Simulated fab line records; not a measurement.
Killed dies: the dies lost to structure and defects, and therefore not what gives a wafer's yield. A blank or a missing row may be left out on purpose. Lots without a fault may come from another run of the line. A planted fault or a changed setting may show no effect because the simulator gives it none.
Struck lot and sound lot, side by side -- flow nand_harc -- 14 steps out of a route of 1159
Sound: wafers L292.1, L292.3, L292.5. Wafers L295.1, L295.2, L295.6 were the ones struck. The cause is given at the end.
Per side, at each step with rows, come the tool, then ch with its chambers, and then its first start. Under that, the readings that differ: sound wafers -- struck wafers -- difference of the means -- sigmas: that difference in standard deviations of wafers without a fault.
alike: same words and numbers on both sides, and readings whose means sit less than 2 such deviations apart. not compared: any withheld reading, any reading some wafer has no value for, any bound like >300 that may hide the same value, and any number with overlapping values for which the record gives no deviation.
The two part at a step that has a row with sigmas, a row that says differs or no value, or rows on one side only. Numbers that have no deviation but don't overlap get no sigmas and don't part them. A reading that every wafer of one side lacks parts them only if that side has two wafers or more.

NHARC_P_M0_PRE_CLEAN_29: time 30 s.
  sound on pvd_sputter-03; struck on pvd_sputter-01
  alike: heater_power_w
NHARC_P_M0_PVD_20: deposits TaN, target thk 5 nm, time 8.06 s.
  sound on pvd_sputter-03; struck on pvd_sputter-01
  alike: throttle_valve_pct
NHARC_P_M0_PVD_21: deposits Cu, target thk 30 nm, time 20.49 s.
  sound on pvd_sputter-03; struck on pvd_sputter-01
reading,sound,struck,difference,sigmas
throttle_valve_pct (%),29.2 29.3 29.4,30.6 31.6 31.3,+1.9,+2
then, 2 steps without rows for these wafers: NHARC_P_M0_ECD_22 (material Cu, target thk 400 nm); NHARC_P_M0_ANNEAL_30 (time 90 s).
NHARC_P_M0_CMP_23: polishes, t overpolish 20 s, target thk 117.53 nm.
  sound on cmp-04 ch 0,1,3, day 9 01:38; struck on cmp-01 ch 0,2,3, day 9 14:40
  alike: motor_current_A, retaining_ring_pressure_frac, time_to_endpoint_s
NHARC_P_M0_THK_MEAS_24: measures by xrf.
  sound on film_metro-02 at day 9 01:55; struck on film_metro-02 at day 9 14:59
  alike: thk_nm
next, for these wafers, 1 step has no rows: NHARC_P_M0_SRD_25.
NHARC_P_M0_INSPECT_27:
  sound on defect_inspect-01 at day 9 02:05; struck on defect_inspect-01 at day 9 15:09
  alike: raw_defect_count
NHARC_P_M0_PRE_CLEAN_31: time 12 s.
  sound on pecvd-03 ch 0,1, day 9 02:11; struck on pecvd-01 ch 0,1, day 9 15:14
  alike: heater_power_w
then, 1 step without rows for these wafers: NHARC_P_M0_DEP_32 (deposits SiCN, target thk 30 nm).
NHARC_P_M1_DEP_00: deposits SiOC, target thk 182.5 nm.
  sound on pecvd-02 ch 0,1,2, day 9 02:43; struck on pecvd-01 ch 0,1,2, day 9 15:41
  no value came back on the struck wafers for chamber_pressure_Torr (Torr), rf_fwd_power_W (W), showerhead_vpp_V (V); on the sound wafers chamber_pressure_Torr (Torr) reads 5.009 4.991 4.999
then, 1 step without rows for these wafers: NHARC_P_M1_DEHYDRATE_01 (time 120 s).
-- record jumps: 14 days between struck wafers' starts before vs after; left off in module P_M1, resumes in module END, first step shown is number 1159 of the route --
NHARC_END_SORT_01:
  sound on prober-02 ch 0, day 22 12:26; struck on prober-01 ch 0, day 23 13:38
reading,sound,struck,difference,sigmas
hold,- - -,await_dispo/2.7h/scrap await_dispo/2.7h/scrap await_dispo/2.7h/scrap,no value on the sound wafers,
defect_limited_yield (%),93.4 94.2 93.2,0 0 0,-94,-55
killed_at_periphery,1 2 1,646 636 647,+642,+99 or more
killed_dies,45 39 46,677 677 677,+634,+53
sort_bin_2_pct (%),1.3 1.6 1.5,96.9 95.6 96.3,+94.8,+99 or more
sort_n_pass,632 638 631,0 0 0,-634,-53
sort_rim_yield_pct (%),97.2 100.0 99.1,0 0 0,-99,-66
sort_yield_pct (%),93.4 94.2 93.2,0 0 0,-94,-55
  alike: killed_at_array, killed_at_other, killed_open, killed_short, sort_bin_3_pct, sort_bin_4_pct

WHERE THEY PART
Last at NHARC_END_SORT_01 as far as this record goes, first at NHARC_P_M0_PVD_21.

WHY: what the simulator had put in
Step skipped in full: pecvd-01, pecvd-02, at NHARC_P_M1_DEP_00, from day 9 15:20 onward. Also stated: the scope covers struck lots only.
